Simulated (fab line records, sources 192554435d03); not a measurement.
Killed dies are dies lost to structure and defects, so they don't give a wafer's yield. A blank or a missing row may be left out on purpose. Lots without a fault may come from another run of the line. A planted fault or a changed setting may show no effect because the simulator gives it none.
Split-lot experiment | flow n5_finfet | 7 lots, 39 wafers read, on a route of 1938 steps

THE SPLIT
At N5_BEOL_M8_DESCUM_16 (chemistry O2, time 7.9 s), the setting time_s was moved away from the recipe's 7.9 s on 12 of the 39 wafers read, by -56.2% to +53.4%. The other wafers ran this setting at the recipe's value.

The reading is taken at the split's own step.

THE READING
CAR-ArF_of_BEOL_M8_COAT_05.thk_nm (the simulator's own value, which no gauge read), in nm, at N5_BEOL_M8_DESCUM_16 (chemistry O2, time 7.9 s). The file gives no usual value for it. The 27 wafers here that ran the recipe average 83.8 nm, standard deviation 0.26 nm.

wafer  | tool, chamber at the split | time_s as run, s | against the recipe | CAR-ArF_of_BEOL_M8_COAT_05.thk_nm, nm | against lot-mates on the recipe
L074.1 | rie_diel-01, 2,1,1         | 12.12            | +53.4%             | 81.2                                  | -2.7
L074.3 | rie_diel-01, 2,1,1         | 12.12            | +53.4%             | 81.2                                  | -2.7
L074.5 | rie_diel-01, 2,1,1         | 12.12            | +53.4%             | 81.2                                  | -2.7
L074.2 | rie_diel-01, 0             | 7.9              | recipe             | 84                                    | -
L074.4 | rie_diel-01, 0,2           | 7.9              | recipe             | 83.8                                  | -
L074.6 | rie_diel-01, 0,2           | 7.9              | recipe             | 83.8                                  | -
L077.1 | rie_diel-01, 0             | 9.691            | +22.7%             | 82.8                                  | -0.8
L077.2 | rie_diel-01, 1,2,1         | 7.9              | recipe             | 83.6                                  | -
L077.3 | rie_diel-01, 1,2,1         | 7.9              | recipe             | 83.6                                  | -
L077.6 | rie_diel-01, 1,2,1         | 7.9              | recipe             | 83.6                                  | -
L077.4 | rie_diel-01, 3             | 9.691            | +22.7%             | 82.6                                  | -1.0
L077.5 | rie_diel-01, 0             | 9.691            | +22.7%             | 82.2                                  | -1.4
L082.1 | rie_diel-04, 1             | 7.9              | recipe             | 83.6                                  | -
L082.2 | rie_diel-04, 3             | 7.9              | recipe             | 83.4                                  | -
L082.3 | rie_diel-04, 0             | 3.594            | -54.5%             | 86.2                                  | +2.6
L082.4 | rie_diel-04, 2             | 7.9              | recipe             | 83.8                                  | -
L082.5 | rie_diel-04, 3,0           | 3.594            | -54.5%             | 86.4                                  | +2.8
L082.6 | rie_diel-04, 3,0           | 3.594            | -54.5%             | 86.4                                  | +2.8
L088.1 | rie_diel-01, 0,2,3         | 7.9              | recipe             | 84                                    | -
L088.2 | rie_diel-01, 0,2,3         | 7.9              | recipe             | 84                                    | -
L088.5 | rie_diel-01, 0,2,3         | 7.9              | recipe             | 84                                    | -
L088.3 | rie_diel-01, 3             | 7.9              | recipe             | 84.2                                  | -
L088.4 | rie_diel-01, 1,2           | 7.9              | recipe             | 83.8                                  | -
L088.6 | rie_diel-01, 1,2           | 7.9              | recipe             | 83.8                                  | -
L089.1 | rie_diel-01, 0,2           | 3.46             | -56.2%             | 86.2                                  | +2.7
L089.2 | rie_diel-01, 0,2           | 3.46             | -56.2%             | 86.2                                  | +2.7
L089.3 | rie_diel-01, 3             | 3.46             | -56.2%             | 86                                    | +2.5
L089.4 | rie_diel-01, 1,0           | 7.9              | recipe             | 83.6                                  | -
L089.5 | rie_diel-01, 1,0           | 7.9              | recipe             | 83.6                                  | -
L089.6 | rie_diel-01, 1             | 7.9              | recipe             | 83.2                                  | -
L093.1 | rie_diel-01, 3,0           | 7.9              | recipe             | 83.8                                  | -
L093.5 | rie_diel-01, 3,0           | 7.9              | recipe             | 83.8                                  | -
L093.4 | rie_diel-01, 2             | 7.9              | recipe             | 84                                    | -
L095.1 | rie_diel-01, 0             | 7.9              | recipe             | 84.4                                  | -
L095.2 | rie_diel-01, 1,2           | 7.9              | recipe             | 84                                    | -
L095.3 | rie_diel-01, 1,2           | 7.9              | recipe             | 84                                    | -
L095.4 | rie_diel-01, 0,1           | 7.9              | recipe             | 84.2                                  | -
L095.6 | rie_diel-01, 0,1           | 7.9              | recipe             | 84.2                                  | -
L095.5 | rie_diel-01, 2             | 7.9              | recipe             | 83.8                                  | -
Where a row lists several chambers, the file gives one row for several wafers and doesn't say which wafer went through which chamber.

THE FIT
A straight line over all 39 wafers: CAR-ArF_of_BEOL_M8_COAT_05.thk_nm changes by -0.0461 nm for each +1% of time_s; r = -0.98; the points scatter about the line by 0.26 nm.
The same after taking each lot's own level away (the mean of its wafers on the recipe; 39 wafers): -0.049 nm for each +1%; r = -0.99; scatter 0.15 nm.
On that fit, the largest move of time_s shifts the reading by 2.8 nm.
The lots' own levels span 83.47 to 84.10 nm, that is 2.4 times the standard deviation above.
So the lot-to-lot level changes the slope little: the two slopes agree.
Check: with one of the wafers moved furthest among these (-56.2%) left out of the fit, the line predicts +2.76 nm for it against its lot-mates. It came out at +2.73 nm against them.

THE FILE'S OWN FIT
CAR-ArF_of_BEOL_M8_COAT_05.thk_nm changes by -0.049 nm for each +1% of time_s, r = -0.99.
